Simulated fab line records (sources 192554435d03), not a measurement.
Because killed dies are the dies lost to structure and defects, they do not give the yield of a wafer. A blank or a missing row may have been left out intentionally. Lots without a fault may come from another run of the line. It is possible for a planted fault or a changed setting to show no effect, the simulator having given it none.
What tool caused it? -- flow n5 finfet -- 9 lots, 27 wafers sampled, at 3 steps of a route of 1938

== WHAT THE GAUGES READ, wafer by wafer ==
N5_FIN_CUT_INSPECT_17: inspects for defects (brightfield).
lot,measured,on,raw defect count
L242,day 3 05:05,defect inspect-01,252 215 227
L249,day 5 07:04,defect inspect-02,158 173 160
L253,day 5 21:42,defect inspect-02,2599 2642 2680
L254,day 6 03:16,defect inspect-02,2521 2513 2559
L255,day 6 09:39,defect inspect-01,2611 2569 2641
L256,day 6 16:25,defect inspect-01,265 223 295
L257,day 6 22:47,defect inspect-02,265 118 102
L260,day 7 15:34,defect inspect-02,200 206 220
L261,day 7 21:02,defect inspect-01,301 197 288

== EACH LOT AND THE TOOL THAT RAN IT (in order: tool; ch and the chambers of the sampled wafers; start) ==
lot,N5_FIN_CUT_ETCH_30,N5_FIN_CUT_STRIP_22
L242,"rie diel-01 ch 2,3, day 3 04:09","rie diel-01 ch 0,2,3, day 3 04:56"
L249,"rie diel-03 ch 0,1,2, day 5 06:11","rie diel-03 ch 0,2,3, day 5 06:54"
L253,"rie diel-03 ch 0,2,3, day 5 20:38","rie diel-01 ch 1,2,3, day 5 21:32"
L254,"rie diel-01 ch 1,3, day 6 02:23","rie diel-03 ch 0,1,2, day 6 03:06"
L255,"rie diel-01 ch 0,1,3, day 6 08:42","rie diel-06 ch 2,3, day 6 09:25"
L256,"rie diel-03 ch 1,2, day 6 15:32","rie diel-01 ch 0,2,3, day 6 16:16"
L257,"rie diel-06 ch 2,3, day 6 21:52","rie diel-06 ch 1,2,3, day 6 22:37"
L260,"rie diel-06 ch 0,2,3, day 7 14:29","rie diel-03 ch 0,2,3, day 7 15:25"
L261,"rie diel-01 ch 0,1,3, day 7 20:10","rie diel-03 ch 2,3, day 7 20:53"
- N5_FIN_CUT_ETCH_30: etches underlayer in N2/H2, target depth 13 nm, time 10.4 s.
- N5_FIN_CUT_STRIP_22: strips in N2/H2.

== THE ANSWER, worked out from the rows above alone ==
Rule: the lots themselves supply what counts as usual. The widest of any qualifying gaps counts: lots, ordered by their means at a reading, are off when they make up no more than a third of the lots, leave a main group of 4 or more, and stand apart from it by 3 or more times the standard deviation of that group's means. The tables above print the reading to a certain number of digits; a main group whose means all agree to those digits is not used. A lot without any number at a reading at which 4 lots or more have one is off too. Any other lot the step has rows for is counted as sound.
Off: L253, L254, L255 (N5_FIN_CUT_INSPECT_17, raw defect count). For the main group the mean is 215 and the standard deviation 41.
A tool fits if, at a process step before that reading, it ran every lot that is off, and no sound lot after the first of them. The gauges at N5_FIN_CUT_INSPECT_17 are tried like those tools. Of those tried, none fits.

== WHAT WAS PUT IN BY THE SIMULATOR ==
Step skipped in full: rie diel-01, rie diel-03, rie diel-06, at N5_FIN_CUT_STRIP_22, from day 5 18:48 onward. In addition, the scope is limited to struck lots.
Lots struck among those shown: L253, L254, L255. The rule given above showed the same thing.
